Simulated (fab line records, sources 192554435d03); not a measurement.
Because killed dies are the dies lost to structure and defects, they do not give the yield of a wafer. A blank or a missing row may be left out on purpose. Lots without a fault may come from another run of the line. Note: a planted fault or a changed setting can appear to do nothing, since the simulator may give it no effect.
Matching of chambers + flow n5Finfet + pecvd-03 running N5_BEOL_M0_SAQP_HM_DEP_111: 3 sister chambers
The step deposits SiO2 from SiH4/N2O, target thk 12 nm, time 7.2 s. 3 wafers are shown with their chamber, then 9 later ones without.

== WAFERS, EACH WITH ITS CHAMBER ==
| wafer  | chamber | showerheadPlenumPTorr (Torr) |
|--------|---------|------------------------------|
| L092.6 | 2       | 8.37                         |
| L093.3 | 1       | 7.98                         |
| L093.5 | 0       | 7.95                         |

== WAFERS WITH NO CHAMBER GIVEN ==
| wafer  | showerheadPlenumPTorr (Torr) |
|--------|------------------------------|
| L094.1 | 8.38                         |
| L094.5 | 7.99                         |
| L094.6 | 7.96                         |
| L095.1 | 7.96                         |
| L095.2 | 7.98                         |
| L095.5 | 8.36                         |
| L096.2 | 7.98                         |
| L096.4 | 8.38                         |
| L096.6 | 7.99                         |

== THE CHAMBER EACH PASSED THROUGH ==
| wafer  | from the rows above     | in truth                   |
|--------|-------------------------|----------------------------|
| L094.1 | 2                       | 2                          |
| L094.5 | 1                       | 1                          |
| L094.6 | can't be placed: 0 or 1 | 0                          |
| L095.1 | can't be placed: 0 or 1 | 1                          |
| L095.2 | 1                       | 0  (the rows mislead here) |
| L095.5 | 2                       | 2                          |
| L096.2 | 1                       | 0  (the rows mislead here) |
| L096.4 | 2                       | 2                          |
| L096.6 | 1                       | 1                          |
Placed correctly: 5 of 9. Can't be placed from these rows: 2 (the true chamber is among the candidates in 2). Placed wrongly: 2.
How it was worked out, from the rows above alone: a wafer's distance from a chamber is the root of the sum, over the readings, of the square of ((its reading less the chamber's mean) divided by the reading's scatter). If the next closest chamber is less than 2 further off than the closest, the wafer can't be placed; otherwise it belongs to the closest. A chamber's mean is the mean of its shown wafers. The scatter (one wafer shown for each chamber): square how far every hidden wafer sits from the nearest shown wafer, average those squares and take the square root.
